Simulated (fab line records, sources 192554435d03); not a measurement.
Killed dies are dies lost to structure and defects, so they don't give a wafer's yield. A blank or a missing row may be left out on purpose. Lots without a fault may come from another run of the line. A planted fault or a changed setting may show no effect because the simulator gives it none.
Which tool did it? | flow n5_finfet | 12 lots, 36 wafers sampled, at 4 steps of a route of 1938

WHAT THE GAUGES READ, wafer by wafer
N5_BEOL_M9_CD_MEAS_35: target cd 70 nm, target cd y 40 nm.
lot  | measured     | on        | cd_nm (nm)
L879 | day 9 19:13  | cd_sem-02 | 69.5 69.7 69.7
L880 | day 10 11:58 | cd_sem-03 | 70.5 71.1 70.7
L884 | day 10 14:40 | cd_sem-01 | 70.4 70.4 70.8
L885 | day 11 09:24 | cd_sem-02 | 70.2 69.7 69.9
L886 | day 11 20:18 | cd_sem-03 | 68.9 69.6 70.2
L888 | day 12 02:35 | cd_sem-01 | 69.2 69.7 70.5
L890 | day 12 15:02 | cd_sem-02 | 70.1 69.4 70.4
L896 | day 13 19:23 | cd_sem-01 | 69.5 69.4 70.1
L898 | day 14 08:18 | cd_sem-03 | 69.6 70.3 70.3
L897 | day 14 18:07 | cd_sem-02 | 69.4 69.4 69.4
L899 | day 15 07:07 | cd_sem-03 | 69.9 70.4 71.3
L901 | day 15 14:12 | cd_sem-02 | 70.8 70.0 71.0

N5_BEOL_M9_INSPECT_58: inspects for defects (darkfield).
lot  | measured     | on                | raw_defect_count
L879 | day 9 23:34  | defect_inspect-02 | 49 48 80
L880 | day 10 14:16 | defect_inspect-01 | 82 52 88
L884 | day 10 17:39 | defect_inspect-01 | 65 69 67
L885 | day 11 11:58 | defect_inspect-01 | 90 116 59
L886 | day 11 22:46 | defect_inspect-01 | 79 63 36
L888 | day 12 05:19 | defect_inspect-01 | 41 68 49
L890 | day 12 17:43 | defect_inspect-01 | 62 76 70
L896 | day 13 21:43 | defect_inspect-01 | 83 49 71
L898 | day 14 11:01 | defect_inspect-02 | 52 70 79
L897 | day 14 20:58 | defect_inspect-02 | 75 98 92
L899 | day 15 10:16 | defect_inspect-01 | 31 72 56
L901 | day 15 18:30 | defect_inspect-02 | 55 45 77

WHICH TOOL RAN EACH LOT (tool, then ch and the chambers of the sampled wafers, then the start)
lot  | N5_BEOL_M9_CURE_72            | N5_BEOL_M9_DEP_56
L879 | uv_cure-03 ch 0, day 9 19:18  | pecvd-02 ch 0,1,2, day 9 23:28
L880 | uv_cure-02 ch 2, day 10 12:01 | pecvd-03 ch 0,2, day 10 14:10
L884 | uv_cure-01 ch 0, day 10 14:57 | pecvd-02 ch 0,1, day 10 17:33
L885 | uv_cure-01 ch 2, day 11 09:32 | pecvd-01 ch 1,2, day 11 11:52
L886 | uv_cure-02 ch 1, day 11 20:26 | pecvd-02 ch 1,2, day 11 22:40
L888 | uv_cure-01 ch 1, day 12 02:37 | pecvd-02 ch 0,1, day 12 05:13
L890 | uv_cure-01 ch 0, day 12 15:11 | pecvd-01 ch 0,2, day 12 17:37
L896 | uv_cure-02 ch 2, day 13 19:25 | pecvd-02 ch 0,1,2, day 13 21:37
L898 | uv_cure-02 ch 1, day 14 08:21 | pecvd-03 ch 0,1, day 14 10:48
L897 | uv_cure-01 ch 1, day 14 18:12 | pecvd-02 ch 0,1, day 14 20:52
L899 | uv_cure-03 ch 2, day 15 07:10 | pecvd-01 ch 0,1,2, day 15 10:10
L901 | uv_cure-01 ch 0, day 15 14:14 | pecvd-01 ch 1,2, day 15 18:24
- N5_BEOL_M9_CURE_72: cures SiCOH lowk, time 120 s.
- N5_BEOL_M9_DEP_56: deposits SiCN from 3MS/NH3, target thk 15 nm, time 26.5 s.

WHAT THE TOOLS THEMSELVES READ (means of the sampled wafers that have a number; where no wafer has one, the mark that the record gives instead)
N5_BEOL_M9_CURE_72.
lot  | tool       | lamp_power_pct (%) | run_length_s (s) | wafer_temp_C_max
L879 | uv_cure-03 | 52.32              | 177.2            | 372.0
L880 | uv_cure-02 | 52.32              | 177.4            | 371.2
L884 | uv_cure-01 | 52.27              | 177.1            | 371.1
L885 | uv_cure-01 | 52.29              | 177.2            | 371.9
L886 | uv_cure-02 | -                  | -                | -
L888 | uv_cure-01 | -                  | -                | -
L890 | uv_cure-01 | -                  | -                | -
L896 | uv_cure-02 | 52.30              | 177.8            | 371.9
L898 | uv_cure-02 | 52.31              | 177.7            | 371.6
L897 | uv_cure-01 | 52.23              | 178.3            | 370.8
L899 | uv_cure-03 | 52.28              | 178.8            | 371.9
L901 | uv_cure-01 | 52.32              | 177.2            | 371.1

N5_BEOL_M9_DEP_56.
lot  | tool     | rf_fwd_power_W (W) | showerhead_plenum_p_Torr (Torr) | throttle_valve_pct (%)
L879 | pecvd-02 | 199.3              | 3.657                           | 9.2
L880 | pecvd-03 | 199.9              | 3.673                           | 8.7
L884 | pecvd-02 | 198.9              | 3.653                           | 9.8
L885 | pecvd-01 | 199.2              | 3.667                           | 8.8
L886 | pecvd-02 | 199.6              | 3.662                           | 8.8
L888 | pecvd-02 | 198.5              | 3.653                           | 9.8
L890 | pecvd-01 | 199.6              | 3.674                           | 9.3
L896 | pecvd-02 | 199.0              | 3.660                           | 9.4
L898 | pecvd-03 | 200.2              | 3.681                           | 8.7
L897 | pecvd-02 | 198.7              | 3.641                           | 9.9
L899 | pecvd-01 | 199.4              | 3.674                           | 9.1
L901 | pecvd-01 | 200.1              | 3.665                           | 8.8

THE ANSWER, worked out from the rows above alone
Rule: what is usual is taken from the lots themselves. Put in order of their means at a reading, lots are off if they are a third of the lots or fewer, leave a main group of 4 or more, and stand apart from it by a gap of 3 or more times the standard deviation of the main group's means; of several such gaps the widest counts. A main group whose means are all the same, to the digits that the tables above print for the reading, isn't used. A lot without any number at a reading at which 4 lots or more have one is off too. The other lots that the step has rows for count as sound. The gauges are gone through in route order, then the tools' own readings, and for those a lot's mean is taken as printed above. The first step at which some lot is off is used, and at that step the reading that is off furthest; a lot without a number counts as furthest.
Off: L886, L888, L890, at N5_BEOL_M9_CURE_72 (lamp_power_pct). Without a number there: L886, L888, L890. The main group: mean 52.29 %, standard deviation 0.028.
A tool fits if, at that step or a process step before it, it ran every lot that is off, and no sound lot after the first of them. None of those tried fits.

WHAT THE SIMULATOR HAD PUT IN
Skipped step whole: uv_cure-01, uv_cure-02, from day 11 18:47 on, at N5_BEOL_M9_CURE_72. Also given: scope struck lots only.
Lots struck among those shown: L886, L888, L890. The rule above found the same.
